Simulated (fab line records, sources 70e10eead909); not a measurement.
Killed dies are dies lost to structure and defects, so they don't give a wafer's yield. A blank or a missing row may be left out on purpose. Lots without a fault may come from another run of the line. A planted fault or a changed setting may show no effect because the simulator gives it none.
fab line records | flow nand_harc
record lots=24 wafers=72 last_day=34
route steps=1302 shown A_ONON_D2@557 A_CHANNEL_HOLE_D2@583 A_CHANNEL_FILL_D2@629 A_STAIRCASE@669
lots that met no fault: from a run of the same line without faults
start_h: hours from the record's first day to the start of the lot's first wafer shown | wait_h: hours since the lot's step before | " the same as in the row above | L1.1+2: a row that stands for several wafers | - no value, or no start given | * or withheld: withheld | < > ~ a bound
route shown NAME@n: a module of which the file shows steps, and the number in the route of the first | usual: mean/standard deviation of fault-free wafers | same: alike in all rows | chamber/n: place in a boat | sites: the reading at each site | _std_site: their standard deviation | _edge_site: outer sites' mean less inner sites' | radius_mm: how far each site lies from the wafer's centre | mask NAME#n: copy n | behind: the tool/chamber that last shaped the wafer | hold: why the lot was held/for how many hours/how that ended | device: the transistor (n, p or np) that didn't switch | end of line: the same wafers' tests at the end of the route | a step without rows: its recipe alone | killed: dies lost to structure and defects at the first sort, not the wafer's yield | map: a wafer's dies, x killed, . not, _ none there
set.NAME: the setting as run; set.NAME@STEP: as run at that earlier step | model.NAME: the simulator's own value behind a step, which no gauge read
steps of the route over a sample of lots; a table a step, a row a wafer
services: from which hour (start_h, from the record's first day; less than 0 if before it) a tool's chamber was out of use, for how many hours, and why
## steps
# step NHARC_A_ONON_D2_THK_MEAS_18
# recipe thk_meas_gauge=ellipsometry
# usual thk_nm=996/9.3
# columns lot.wafer tool chamber start_h wait_h thk_nm
L074.1 film_metro-01 - 294.48 - 982
L074.2 " - " " 980
L074.4 " - " " 983
L075.3 film_metro-01 - 305.53 - 988
L075.5 " - " " 987
L075.6 " - " " 987
L076.4 film_metro-02 - 305.53 - 1016
L076.5 " - " " 1014
L076.6 " - " " 1013
L077.1 film_metro-01 - 317.97 - 1002
L077.2 " - " " 1003
L077.3 " - " " 1002
L078.1 film_metro-01 - 329.98 - 1002
L078.2 " - " " 1003
L078.4 " - " " 1003
L079.2 film_metro-02 - 345.85 - 994
L079.5 " - " " 995
L079.6 " - " " 996
L081.1 film_metro-01 - 366.34 - 991
L081.3 " - " " 988
L081.5 " - " " 989
L080.3 film_metro-02 - 366.34 - 1016
L080.4 " - " " 1016
L080.5 " - " " 1017
L082.1 film_metro-01 - 371.61 - 973
L082.4 " - " " 974
L082.5 " - " " 972
L084.2 film_metro-01 - 378.84 - 995
L084.5 " - " " 992
L084.6 " - " " 994
L083.2 film_metro-01 - 378.84 - 999
L083.3 " - " " 999
L083.4 " - " " 998
L085.1 film_metro-02 - 405.65 - 998
L085.2 " - " " 996
L085.4 " - " " 999
L086.1 film_metro-01 - 405.65 - 1001
L086.2 " - " " 1001
L086.5 " - " " 1001
L087.1 film_metro-02 - 405.66 - 999
L087.4 " - " " 999
L087.6 " - " " 1001
L088.4 film_metro-01 - 449.42 - 992
L088.5 " - " " 992
L088.6 " - " " 993
L090.1 film_metro-01 - 449.42 - 997
L090.2 " - " " 995
L090.6 " - " " 995
L089.3 film_metro-02 - 449.42 - 991
L089.4 " - " " 990
L089.6 " - " " 990
L091.1 film_metro-01 - 456.16 - 997
L091.2 " - " " 999
L091.3 " - " " 1000
L092.1 film_metro-01 - 461.66 - 1004
L092.4 " - " " 1003
L092.5 " - " " 1005
L093.2 film_metro-01 - 485.01 - 999
L093.3 " - " " 1001
L093.4 " - " " 1001
L094.2 film_metro-01 - 493.72 - 991
L094.3 " - " " 991
L094.5 " - " " 990
L095.1 film_metro-02 - 505.74 - 1001
L095.3 " - " " 1000
L095.6 " - " " 999
L096.2 film_metro-01 - 505.75 - 986
L096.4 " - " " 985
L096.5 " - " " 985
L097.1 film_metro-02 - 514.54 - 999
L097.3 " - " " 1000
L097.4 " - " " 998
# step NHARC_A_CHANNEL_HOLE_D2_OVL_MEAS_11
# usual overlay_x_nm=-0.3/0.78 overlay_y_nm=0.2/0.77
# columns lot.wafer tool chamber start_h wait_h overlay_x_nm overlay_y_nm
L074.1 overlay-01 - 302.70 - -2.2 0.2
L074.2 " - " " -1.2 -1.0
L074.4 " - " " -1.3 0.0
L075.3 overlay-02 - 315.68 - -0.6 0.4
L075.5 " - " " 0.1 0.0
L075.6 " - " " -0.4 -0.5
L076.4 overlay-01 - 315.90 - 0.5 0.3
L076.5 " - " " 1.0 0.1
L076.6 " - " " 0.7 0.5
L077.1 overlay-02 - 323.44 - 0.7 0.5
L077.2 " - " " 0.6 0.6
L077.3 " - " " 0.9 0.8
L078.1 overlay-01 - 339.50 - -0.8 1.3
L078.2 " - " " -0.8 1.6
L078.4 " - " " -0.7 1.2
L079.2 overlay-02 - 353.64 - -1.8 0.3
L079.5 " - " " -2.3 0.6
L079.6 " - " " -2.1 0.8
L080.3 overlay-02 - 373.99 - -1.0 0.9
L080.4 " - " " -1.7 0.3
L080.5 " - " " -1.6 1.5
L081.1 overlay-01 - 376.07 - 0.9 0.4
L081.3 " - " " 0.8 1.0
L081.5 " - " " 1.1 0.9
L082.1 overlay-01 - 380.82 - -0.6 0.0
L082.4 " - " " -0.1 -0.6
L082.5 " - " " -0.8 -1.0
L084.2 overlay-01 - 386.69 - -1.4 -0.6
L084.5 " - " " -1.1 -0.2
L084.6 " - " " -0.9 0.1
L083.2 overlay-01 - 388.00 - -0.1 -0.8
L083.3 " - " " 0.2 -0.3
L083.4 " - " " -0.2 -0.5
L085.1 overlay-01 - 411.26 - 0.3 1.3
L085.2 " - " " -0.5 1.0
L085.4 " - " " -0.6 0.8
L086.1 overlay-01 - 411.65 - 0.2 0.2
L086.2 " - " " -0.1 0.5
L086.5 " - " " 0.2 0.3
L087.1 overlay-01 - 412.22 - 0.6 0.0
L087.4 " - " " 0.5 0.2
L087.6 " - " " 0.0 0.0
L088.4 overlay-02 - 455.07 - -0.3 1.0
L088.5 " - " " 0.4 0.5
L088.6 " - " " 0.5 0.5
L089.3 overlay-01 - 455.43 - -0.9 -0.2
L089.4 " - " " -1.0 -1.0
L089.6 " - " " -0.2 -0.5
L090.1 overlay-02 - 455.84 - -0.1 -0.1
L090.2 " - " " -0.3 -0.4
L090.6 " - " " 0.2 -0.5
L091.1 overlay-01 - 461.82 - -0.9 -1.3
L091.2 " - " " -0.1 -1.4
L091.3 " - " " -0.1 -1.1
L092.1 overlay-02 - 469.02 - -0.1 0.3
L092.4 " - " " 0.2 0.2
L092.5 " - " " -0.1 0.6
L093.2 overlay-02 - 492.67 - -1.1 -0.3
L093.3 " - " " -0.8 -0.7
L093.4 " - " " -0.7 -0.7
L094.2 overlay-02 - 499.72 - 0.4 1.3
L094.3 " - " " 0.2 0.8
L094.5 " - " " 0.3 1.1
L095.1 overlay-01 - 511.42 - 0.1 1.3
L095.3 " - " " 0.3 1.0
L095.6 " - " " 0.4 1.4
L096.2 overlay-02 - 512.38 - -0.5 0.7
L096.4 " - " " -0.4 0.0
L096.5 " - " " -0.5 0.6
L097.1 overlay-01 - 520.34 - -0.8 -0.9
L097.3 " - " " -1.0 -1.0
L097.4 " - " " -1.3 -1.0
# step NHARC_A_CHANNEL_HOLE_D2_ETCH_38
# recipe target_depth_a=390 over_etch_frac=0.3 time_s=65 ion_energy_ev=80 cf4_flow_sccm=150 ar_flow_sccm=0 rf_w=300 bias_w=100 chemistry=CF4
# usual chamber_pressure_mTorr=49.99/0.052 drypump_motor_current_A=5.8/0.35 oes_product_au=1.000/0.01 rf_vpp_V=150.5/1 showerhead_plenum_p_Torr=1.71/0.042 throttle_valve_pct=13.284/0.0089
# columns lot.wafer tool chamber start_h wait_h chamber_pressure_mTorr drypump_motor_current_A oes_product_au rf_hours_counter_h rf_vpp_V showerhead_plenum_p_Torr throttle_valve_pct
L074.1 rie_diel-06 0 302.91 0.1 49.98 5.9 0.991 10 150.4 1.72 13.283
L074.2 " 2 " " 50.06 6.3 1.002 10 149.8 1.67 13.283
L074.4 " 2 " " 50.03 6.3 1.009 - 149.6 1.67 13.297
L075.3 rie_diel-01 2 315.86 0.1 49.93 6.1 1.000 5 150.5 1.65 13.291
L075.6 " 2 " " 49.99 6.1 1.003 - 149.4 1.65 13.282
L075.5 " 3 " " 50.06 5.9 0.987 - 149.9 1.77 13.288
L076.4 rie_diel-13 1 316.09 0.1 50.04 5.1 0.986 6 148.9 1.70 13.282
L076.6 " 3 " " 50.04 5.9 1.007 - 151.1 1.70 13.281
L076.5 " 0 " " 49.95 5.4 0.993 - 150.0 1.68 13.286
L077.2 rie_diel-01 2 323.62 0.1 49.90 6.1 0.995 5 149.0 1.65 13.299
L077.3 " 0 " " 49.90 6.1 1.011 6 152.2 1.80 13.286
L077.1 " 1 " " 50.01 5.2 0.985 6 151.9 1.78 13.280
L078.2 rie_diel-06 2 339.68 0.1 50.00 6.3 1.001 2 149.9 1.67 13.278
L078.4 " 0 " " 49.98 5.9 0.983 1 150.2 1.72 13.279
L078.1 " 1 " " 50.05 5.5 1.002 1 152.0 1.73 13.292
L079.2 rie_diel-06 3 353.83 0.1 50.02 6.0 0.986 3 149.9 1.67 13.290
L079.5 " 2 " " 49.99 6.3 0.993 - 150.2 1.67 13.274
L079.6 " 3 " " 49.96 6.0 0.992 - 150.9 1.67 13.300
L080.3 rie_diel-01 0 374.18 0.1 50.07 6.1 1.019 8 152.3 1.80 13.285
L080.4 " 1 " " 50.00 5.2 1.007 7 149.4 1.78 13.273
L080.5 " 0 " " 50.00 6.1 1.019 - 151.5 1.80 13.270
L081.3 rie_diel-13 2 376.25 0.1 49.96 5.7 1.009 2 150.0 1.69 13.287
L081.1 " 0 " " 49.97 5.4 0.997 3 149.1 1.68 13.266
L081.5 " 3 " " 50.05 5.9 1.009 - 149.6 1.70 13.294
L082.1 rie_diel-06 2 381.00 0.1 50.02 6.3 0.995 5 149.3 1.67 13.289
L082.4 " 3 " " 49.98 6.0 1.004 5 150.1 1.67 13.291
L082.5 " 2 " " 49.99 6.3 1.003 - 150.0 1.67 13.292
L084.2 rie_diel-13 2 386.87 0.1 50.05 5.7 1.023 2 150.5 1.69 13.269
L084.6 " 2 " " 49.89 5.7 1.026 - 152.1 1.69 13.275
L084.5 " 3 " " 49.95 5.8 1.014 - 151.0 1.70 13.287
L083.3 rie_diel-06 1 388.47 0.4 49.96 5.5 0.995 5 151.2 1.73 13.295
L083.2 " 3 " " 50.00 6.0 1.009 5 149.0 1.67 13.295
L083.4 " 0 " " 50.05 6.0 0.986 5 150.4 1.72 13.284
L085.2 rie_diel-01 0 411.45 0.1 49.98 6.1 1.015 1 152.0 1.79 13.265
L085.4 " 2 " " 49.94 6.1 0.997 1 148.9 1.65 13.273
L085.1 " 3 " " 50.07 6.0 1.002 1 150.5 1.77 13.289
L086.2 rie_diel-13 2 411.85 0.1 50.08 5.7 1.010 3 151.0 1.69 13.290
L086.1 " 3 " " 50.01 5.8 1.001 4 151.1 1.70 13.285
L086.5 " 1 " " 50.02 5.0 1.009 - 152.0 1.70 13.296
L087.1 rie_diel-06 2 412.41 0.1 49.94 6.3 1.009 9 150.2 1.67 13.267
L087.4 " 3 " " 49.89 6.0 0.991 8 149.2 1.67 13.283
L087.6 " 1 " " 50.05 5.5 1.015 - 151.4 1.73 13.279
L088.4 rie_diel-01 2 455.27 0.1 50.06 6.2 0.985 3 151.1 1.65 13.279
L088.6 " 3 " " 49.95 5.9 0.999 - 151.7 1.76 13.286
L088.5 " 0 " " 49.94 6.1 1.003 - 151.9 1.79 13.286
L089.3 rie_diel-06 3 455.62 0.1 50.00 6.0 1.006 10 150.4 1.67 13.285
L089.4 " 2 " " 49.91 6.3 1.001 11 150.3 1.67 13.287
L089.6 " 3 " " 49.93 6.0 0.994 - 150.8 1.67 13.290
L090.1 rie_diel-13 0 456.04 0.1 49.99 5.4 0.999 5 150.2 1.68 13.278
L090.2 " 2 " " 49.99 5.7 1.016 6 148.4 1.69 13.285
L090.6 " 3 " " 50.03 5.9 0.998 - 148.5 1.70 13.291
L091.1 rie_diel-06 3 462.01 0.1 49.97 6.0 0.992 10 151.0 1.67 13.291
L091.2 " 0 " " 49.98 5.9 0.984 9 150.6 1.72 13.281
L091.3 " 1 " " 50.01 5.5 1.001 11 151.4 1.73 13.285
L092.1 rie_diel-06 0 469.21 0.1 49.90 5.9 0.983 10 151.0 1.72 13.287
L092.4 " 1 " " 50.10 5.5 1.003 12 150.3 1.73 13.287
L092.5 " 3 " " 49.95 6.0 1.004 - 150.2 1.67 13.297
L093.2 rie_diel-13 2 492.86 0.1 49.98 5.7 1.009 9 149.7 1.69 13.298
L093.4 " 3 " " 49.91 5.8 0.989 9 150.8 1.70 13.284
L093.3 " 0 " " 50.05 5.3 1.000 8 149.3 1.68 13.295
L094.2 rie_diel-06 1 499.90 0.1 50.04 5.5 0.986 0 151.3 1.73 13.284
L094.3 " 2 " " 49.99 6.3 0.996 0 149.9 1.67 13.264
L094.5 " 2 " " 50.05 6.3 1.000 - 149.3 1.67 13.288
L095.1 rie_diel-06 2 511.60 0.1 50.07 6.2 0.998 1 151.0 1.67 13.294
L095.3 " 3 " " 49.91 6.0 1.002 1 149.5 1.67 13.280
L095.6 " 3 " " 50.07 6.0 0.998 - 149.8 1.67 13.266
L096.2 rie_diel-13 3 512.56 0.1 50.00 5.9 0.990 11 149.4 1.70 13.283
L096.4 " 2 " " 50.07 5.7 1.016 11 149.9 1.69 13.299
L096.5 " 3 " " 49.92 5.9 0.982 - 149.8 1.70 13.290
L097.3 rie_diel-01 0 520.53 0.1 50.00 6.1 1.007 5 151.8 1.79 13.285
L097.4 " 1 " " 50.01 5.3 0.985 6 153.2 1.78 13.291
L097.1 " 2 " " 49.96 6.1 0.994 6 149.9 1.65 13.267
# step NHARC_A_CHANNEL_FILL_D2_STRIP_29
# recipe time_s=20 o2_flow_sccm=500 ar_flow_sccm=0 bias_w=0 chemistry=O2
# usual chamber_pressure_mTorr=60.00/0.057 drypump_motor_current_A=5.8/0.37 o2_flow_sccm=500.1/1.7 oes_product_au=1.000/0.0098 rf_vpp_V=57.9/0.9 showerhead_plenum_p_Torr=3.55/0.12 throttle_valve_pct=17.036/0.0085
# columns lot.wafer tool chamber start_h wait_h chamber_pressure_mTorr drypump_motor_current_A o2_flow_sccm oes_product_au rf_hours_counter_h rf_vpp_V showerhead_plenum_p_Torr throttle_valve_pct
L074.2 rie_diel-05 1 - - 60.04 5.2 500.5 1.008 4 58.0 3.64 17.044
L074.1 " 2 " " 59.98 5.4 497.6 1.008 4 59.1 3.78 17.026
L074.4 " 3 " " 59.92 6.0 501.7 1.006 4 57.3 3.50 17.037
L076.4 rie_diel-07 3 - - 59.94 6.5 500.3 1.001 1 57.1 3.58 17.037
L076.6 " 0 " " 60.07 5.8 497.1 1.005 - 58.6 3.42 17.046
L076.5 " 1 " " 60.02 5.9 502.6 0.996 - 57.3 3.41 17.039
L075.3 rie_diel-08 2 - - 60.06 6.0 498.3 0.984 32 58.1 3.48 17.027
L075.6 " 1 " " 59.98 5.9 500.2 0.986 - 58.7 3.44 17.032
L075.5 " 2 " " 59.94 6.0 497.9 0.987 - 58.3 3.48 17.039
L077.3 rie_diel-07 0 - - 60.00 5.8 498.7 0.995 1 57.0 3.42 17.042
L077.1 " 2 " " 59.99 6.1 498.6 0.978 1 57.7 3.56 17.054
L077.2 " 3 " " 60.00 6.5 499.0 1.007 1 57.9 3.58 17.039
L078.2 rie_diel-05 3 - - 60.03 5.9 501.0 0.990 5 57.9 3.50 17.030
L078.1 " 0 " " 60.02 5.5 499.7 1.003 5 58.2 3.67 17.042
L078.4 " 2 " " 60.02 5.4 500.4 1.000 5 59.5 3.78 17.040
L079.2 rie_diel-05 2 - - 59.98 5.4 500.8 1.003 5 58.9 3.78 17.047
L079.5 " 2 " " 60.08 5.4 501.8 1.011 - 57.2 3.78 17.048
L079.6 " 3 " " 59.94 6.0 502.1 1.004 - 58.5 3.50 17.033
L080.3 rie_diel-07 0 - - 59.95 5.8 503.5 0.983 2 56.6 3.42 17.040
L080.4 " 3 " " 59.97 6.5 502.3 1.012 2 59.4 3.58 17.033
L080.5 " 0 " " 60.07 5.8 502.6 0.986 - 57.1 3.42 17.047
L081.1 rie_diel-07 1 - - 60.00 5.9 497.0 0.994 3 60.1 3.41 17.021
L081.3 " 0 " " 59.96 5.8 498.6 0.983 2 58.1 3.42 17.034
L081.5 " 2 " " 60.07 6.1 500.2 0.977 - 58.1 3.55 17.026
L084.2 rie_diel-07 3 - - 60.04 6.5 503.3 1.006 3 59.6 3.58 17.034
L084.5 " 0 " " 59.96 5.8 500.6 0.984 - 57.2 3.42 17.030
L084.6 " 1 " " 60.01 5.9 498.2 0.993 - 57.7 3.41 17.028
L082.1 rie_diel-05 3 - - 59.97 6.0 502.6 1.014 1 56.6 3.50 17.042
L082.4 " 0 " " 60.08 5.5 497.1 1.002 1 56.6 3.67 17.041
L082.5 " 3 " " 59.98 6.0 502.0 1.002 - 58.0 3.50 17.028
L083.4 rie_diel-07 2 - - 60.11 6.1 501.6 0.984 3 58.8 3.55 17.043
L083.3 " 3 " " 60.06 6.5 496.5 0.992 3 60.3 3.58 17.028
L083.2 " 1 " " 59.99 5.9 499.6 0.992 3 57.8 3.41 17.025
L086.1 rie_diel-07 3 - - 59.94 6.5 499.2 1.003 3 57.8 3.58 17.020
L086.2 " 1 " " 59.95 5.9 502.0 1.000 3 57.3 3.41 17.033
L086.5 " 0 " " 59.94 5.8 500.7 0.986 - 57.2 3.42 17.027
L085.2 rie_diel-05 1 - - 60.06 5.2 501.5 0.994 1 58.7 3.64 17.028
L085.4 " 2 " " 60.10 5.5 500.9 0.994 1 58.3 3.78 17.055
L085.1 " 3 " " 60.09 6.0 501.4 1.012 1 58.5 3.50 17.033
L087.4 rie_diel-07 3 - - 59.96 6.5 500.5 1.005 4 57.6 3.58 17.034
L087.1 " 1 " " 60.03 5.9 501.9 1.009 4 58.2 3.41 17.034
L087.6 " 0 " " 60.00 5.8 499.4 0.998 - 56.7 3.42 17.039
L089.3 rie_diel-07 1 503.57 0.1 59.99 5.8 497.3 0.999 1 56.8 3.41 17.051
L089.6 " 1 " " 59.94 5.8 495.9 1.008 - 56.5 3.41 17.033
L089.4 " 3 " " 60.03 6.5 501.2 0.997 - 57.1 3.58 17.038
L088.4 rie_diel-05 1 - - 59.99 5.2 500.0 0.994 3 58.7 3.64 17.044
L088.5 " 1 " " 60.06 5.2 499.4 0.989 - 58.0 3.64 17.027
L088.6 " 2 " " 59.93 5.4 497.3 1.007 - 59.3 3.77 17.031
L091.2 rie_diel-05 3 - - 60.02 6.0 498.7 0.999 2 58.0 3.50 17.022
L091.1 " 0 " " 60.02 5.5 500.9 1.005 3 57.8 3.67 17.050
L091.3 " 2 " " 59.97 5.4 501.1 0.998 2 59.7 3.77 17.030
L090.2 rie_diel-07 0 513.69 0.1 59.99 5.8 499.6 0.994 1 56.8 3.42 17.052
L090.1 " 1 " " 60.00 5.9 500.3 1.008 1 56.0 3.41 17.038
L090.6 " 1 " " 59.98 5.9 498.8 1.007 - 57.9 3.41 17.035
L092.4 rie_diel-05 2 - - 60.08 5.4 499.7 1.000 3 59.1 3.77 17.045
L092.1 " 0 " " 60.05 5.5 501.1 1.010 3 59.1 3.66 17.042
L092.5 " 2 " " 60.10 5.5 498.3 1.005 - 57.3 3.77 17.039
L093.4 rie_diel-05 2 - - 60.00 5.4 500.0 1.012 4 56.9 3.77 17.044
L093.2 " 3 " " 60.01 5.9 501.5 0.996 4 58.4 3.50 17.045
L093.3 " 0 " " 60.10 5.5 502.6 1.007 4 57.9 3.66 17.028
L094.3 rie_diel-07 3 - - 59.97 6.5 501.1 0.994 2 58.6 3.58 17.051
L094.2 " 0 " " 59.98 5.8 502.8 0.981 2 58.3 3.42 17.024
L094.5 " 2 " " 59.98 6.1 501.4 0.985 - 58.4 3.55 17.031
L095.1 rie_diel-07 2 - - 59.95 6.1 500.3 1.009 2 58.6 3.55 17.021
L095.3 " 0 " " 60.00 5.8 500.1 1.001 2 57.4 3.42 17.032
L095.6 " 2 " " 60.06 6.1 500.3 1.012 - 57.5 3.55 17.033
L096.2 rie_diel-05 3 - - 60.07 6.0 499.0 1.013 4 58.9 3.50 17.044
L096.4 " 0 " " 60.08 5.5 500.8 1.027 4 58.4 3.66 17.049
L096.5 " 3 " " 60.06 6.0 500.6 1.006 - 57.9 3.50 17.048
L097.3 rie_diel-05 2 - - 59.92 5.4 500.1 0.997 5 58.1 3.77 17.042
L097.4 " 3 " " 59.86 6.0 499.9 0.993 5 56.6 3.49 17.043
L097.1 " 0 " " 59.97 5.5 500.0 1.016 5 57.2 3.66 17.024
# step NHARC_A_STAIRCASE_ETCH_13
# recipe target_depth_a=1000 time_s=40.5 ion_energy_ev=400 c4f8_flow_sccm=20 o2_flow_sccm=10 ar_flow_sccm=withheld rf_w=600 bias_w=1000 chemistry=C4F8/O2
# usual chamber_pressure_mTorr=25.000/0.024 oes_product_au=0.943/0.012 rf_vpp_V=894/5.1
# columns lot.wafer tool chamber start_h wait_h chamber_pressure_mTorr oes_product_au rf_hours_counter_h rf_vpp_V
L074.1 rie_diel-02 1 - - 24.987 0.932 46 904
L074.2 " 0 " " 25.019 0.930 46 898
L074.4 " 0 " " 24.989 0.940 - 899
L075.3 rie_diel-11 0 - - 24.980 0.958 33 893
L075.5 " 0 " " 24.986 0.940 - 892
L075.6 " 1 " " 25.014 0.963 - 886
L076.4 rie_diel-03 3 - - 25.001 0.974 21 893
L076.6 " 1 " " 24.989 0.938 - 888
L076.5 " 2 " " 25.001 0.949 - 895
L077.1 rie_diel-11 1 - - 24.978 0.960 40 889
L077.3 " 3 " " 25.044 0.946 36 891
L077.2 " 0 " " 25.015 0.945 34 893
L078.1 rie_diel-03 0 - - 24.991 0.933 33 897
L078.2 " 1 " " 25.007 0.935 30 886
L078.4 " 2 " " 25.038 0.966 33 896
L079.2 rie_diel-02 1 - - 24.989 0.948 2 906
L079.6 " 3 " " 25.004 0.944 - 892
L079.5 " 0 " " 24.996 0.934 - 898
L080.4 rie_diel-02 3 - - 24.971 0.950 6 893
L080.3 " 0 " " 24.981 0.944 6 897
L080.5 " 2 " " 24.997 0.952 - 896
L081.1 rie_diel-02 2 - - 25.055 0.933 7 895
L081.3 " 3 " " 24.983 0.968 8 893
L081.5 " 1 " " 24.977 0.938 - 904
L084.2 rie_diel-03 1 - - 24.978 0.930 48 886
L084.6 " 2 " " 24.998 0.930 - 895
L084.5 " 3 " " 25.008 0.960 - 893
L082.1 rie_diel-11 2 - - 24.996 0.949 6 890
L082.4 " 3 " " 24.984 0.954 - 890
L082.5 " 1 " " 25.036 0.957 - 887
L083.2 rie_diel-03 3 - - 25.030 0.935 51 893
L083.4 " 0 " " 25.019 0.925 55 897
L083.3 " 2 " " 24.983 0.917 50 896
L085.2 rie_diel-11 0 - - 25.013 0.952 5 893
L085.4 " 1 " " 24.991 0.968 11 887
L085.1 " 3 " " 24.977 0.948 12 890
L086.2 rie_diel-11 3 - - 24.980 0.942 12 889
L086.1 " 0 " " 25.012 0.943 5 894
L086.5 " 2 " " 24.976 0.935 - 891
L087.1 rie_diel-03 2 - - 25.022 0.951 4 895
L087.4 " 0 " " 25.016 0.933 6 896
L087.6 " 2 " " 24.994 0.951 - 894
L088.4 rie_diel-02 1 - - 25.002 0.938 34 903
L088.5 " 2 " " 25.013 0.939 - 896
L088.6 " 3 " " 24.998 0.953 - 893
L089.4 rie_diel-11 2 - - 24.976 0.935 18 891
L089.3 " 1 " " 25.016 0.943 22 887
L089.6 " 3 " " 25.034 0.939 - 889
L091.1 rie_diel-02 2 - - 24.965 0.944 34 896
L091.3 " 3 " " 24.996 0.958 34 892
L091.2 " 0 " " 25.006 0.938 36 898
L090.1 rie_diel-02 3 - - 25.043 0.947 39 892
L090.2 " 0 " " 25.010 0.943 41 897
L090.6 " 3 " " 25.073 0.942 - 892
L092.4 rie_diel-03 2 - - 25.024 0.965 25 895
L092.1 " 0 " " 25.045 0.915 25 896
L092.5 " 1 " " 25.047 0.955 - 904
L093.4 rie_diel-02 3 - - 25.013 0.934 52 891
L093.2 " 0 " " 24.987 0.929 53 895
L093.3 " 1 " " 24.991 0.921 50 904
L094.2 rie_diel-11 2 - - 25.003 0.951 36 890
L094.3 " 3 " " 24.992 0.957 39 889
L094.5 " 2 " " 25.021 0.959 - 891
L096.2 rie_diel-03 0 - - 24.992 0.932 36 895
L096.4 " 1 " " 24.967 0.932 38 905
L096.5 " 3 " " 25.001 0.940 - 894
L095.3 rie_diel-11 2 - - 24.976 0.927 38 891
L095.1 " 3 " " 25.004 0.921 41 888
L095.6 " 2 " " 25.017 0.923 - 891
L097.3 rie_diel-11 1 - - 25.028 0.939 48 886
L097.1 " 2 " " 25.012 0.942 42 891
L097.4 " 1 " " 24.992 0.933 - 887
# step NHARC_A_STAIRCASE_ETCH_17
# recipe target_depth_a=1000 time_s=40.5 ion_energy_ev=400 c4f8_flow_sccm=20 o2_flow_sccm=10 ar_flow_sccm=withheld rf_w=600 bias_w=1000 chemistry=C4F8/O2
# usual chamber_pressure_mTorr=25.00/0.035 oes_product_au=0.941/0.01 rf_vpp_V=894/5.2
# columns lot.wafer tool chamber start_h wait_h chamber_pressure_mTorr oes_product_au rf_hours_counter_h rf_vpp_V
L074.1 rie_diel-02 3 - - 24.99 0.939 45 894
L074.2 " 0 " " 25.00 0.942 46 899
L074.4 " 3 " " 24.99 0.945 - 894
L075.3 rie_diel-11 1 - - 25.02 0.944 39 887
L075.5 " 1 " " 25.05 0.942 - 887
L075.6 " 2 " " 24.98 0.929 - 890
L076.4 rie_diel-03 0 - - 24.99 0.921 25 899
L076.5 " 3 " " 25.05 0.940 - 893
L076.6 " 0 " " 25.02 0.928 - 897
L077.3 rie_diel-11 0 - - 25.00 0.947 34 893
L077.2 " 1 " " 24.96 0.941 41 888
L077.1 " 2 " " 25.01 0.940 42 891
L078.2 rie_diel-03 0 - - 25.00 0.944 34 896
L078.4 " 1 " " 25.02 0.923 30 885
L078.1 " 3 " " 25.02 0.957 33 894
L079.2 rie_diel-02 2 - - 24.99 0.929 2 895
L079.5 " 2 " " 25.03 0.928 - 895
L079.6 " 3 " " 24.98 0.946 - 892
L080.3 rie_diel-02 0 - - 24.96 0.943 6 895
L080.4 " 1 " " 24.97 0.943 6 904
L080.5 " 3 " " 25.03 0.947 - 893
L081.1 rie_diel-02 0 - - 25.00 0.942 8 897
L081.3 " 3 " " 25.02 0.947 8 893
L081.5 " 0 " " 24.98 0.957 - 895
L084.2 rie_diel-03 1 - - 24.99 0.939 48 886
L084.5 " 3 " " 24.98 0.932 - 894
L084.6 " 0 " " 24.73 0.919 - 896
L082.1 rie_diel-11 2 - - 24.98 0.940 6 890
L082.4 " 3 " " 24.99 0.953 - 891
L082.5 " 1 " " 24.98 0.959 - 887
L083.4 rie_diel-11 2 - - 24.99 0.942 7 890
L083.2 " 0 " " 25.02 0.937 1 893
L083.3 " 1 " " 24.97 0.955 7 886
L085.2 rie_diel-11 3 - - 24.98 0.945 12 891
L085.4 " 0 " " 24.94 0.953 6 893
L085.1 " 1 " " 24.98 0.962 12 886
L086.1 rie_diel-11 3 - - 24.99 0.944 12 890
L086.2 " 1 " " 25.00 0.949 12 886
L086.5 " 3 " " 24.98 0.946 - 890
L087.4 rie_diel-03 2 - - 24.97 0.939 4 896
L087.1 " 0 " " 25.01 0.925 6 895
L087.6 " 1 " " 25.00 0.936 - 905
L088.4 rie_diel-02 3 - - 24.96 0.945 33 891
L088.6 " 3 " " 25.01 0.954 - 892
L088.5 " 0 " " 24.99 0.939 - 897
L089.3 rie_diel-11 2 - - 25.02 0.940 18 890
L089.6 " 3 " " 25.03 0.952 - 890
L089.4 " 2 " " 25.00 0.935 - 891
L091.1 rie_diel-02 0 - - 25.01 0.939 36 896
L091.3 " 2 " " 24.98 0.966 34 893
L091.2 " 3 " " 25.01 0.948 34 891
L090.2 rie_diel-02 0 - - 25.04 0.945 41 897
L090.1 " 2 " " 24.98 0.934 37 895
L090.6 " 3 " " 25.01 0.944 - 892
L092.4 rie_diel-03 0 - - 25.00 0.911 26 897
L092.1 " 1 " " 25.01 0.927 28 905
L092.5 " 1 " " 24.97 0.928 - 905
L093.4 rie_diel-02 1 - - 25.02 0.932 50 905
L093.2 " 2 " " 25.00 0.948 49 894
L093.3 " 3 " " 25.02 0.936 53 892
L094.2 rie_diel-11 3 - - 25.02 0.950 39 889
L094.3 " 1 " " 25.00 0.954 43 887
L094.5 " 1 " " 25.02 0.950 - 887
L096.2 rie_diel-03 3 - - 24.98 0.941 31 892
L096.4 " 1 " " 25.03 0.943 39 905
L096.5 " 0 " " 25.04 0.940 - 897
L095.3 rie_diel-11 3 - - 25.01 0.935 41 889
L095.1 " 0 " " 24.93 0.927 23 892
L095.6 " 0 " " 24.96 0.930 - 892
L097.3 rie_diel-11 1 - - 25.03 0.942 49 886
L097.1 " 2 " " 24.99 0.936 42 892
L097.4 " 1 " " 24.97 0.947 - 886
## services
# columns tool chamber start_h hours kind
rie_diel-06 0 279.83 6.5 repair
rie_diel-03 - 281.38 9.0 pm
rie_diel-05 1 281.46 3.8 repair
rie_diel-07 - 294.20 9.0 pm
rie_diel-02 3 314.11 4.5 repair
rie_diel-03 0 332.70 5.6 repair
rie_diel-02 - 337.92 0.8 repair
rie_diel-03 3 346.62 14.6 repair
rie_diel-03 2 347.41 6.0 repair
rie_diel-02 2 361.41 9.9 repair
rie_diel-02 - 394.39 9.0 pm
rie_diel-11 3 417.39 4.8 repair
rie_diel-11 - 432.53 9.0 pm
rie_diel-03 - 459.14 9.0 pm
rie_diel-07 - 471.20 9.0 pm
rie_diel-07 2 482.87 5.0 repair
rie_diel-03 0 489.02 4.1 repair
rie_diel-07 2 494.50 22.6 repair
rie_diel-02 - 504.80 1.1 repair
rie_diel-11 - 507.07 1.6 repair
rie_diel-03 3 547.96 7.7 repair
rie_diel-11 3 571.25 4.8 repair
rie_diel-02 - 571.39 9.0 pm
rie_diel-11 3 579.37 5.2 repair
## key
fault none
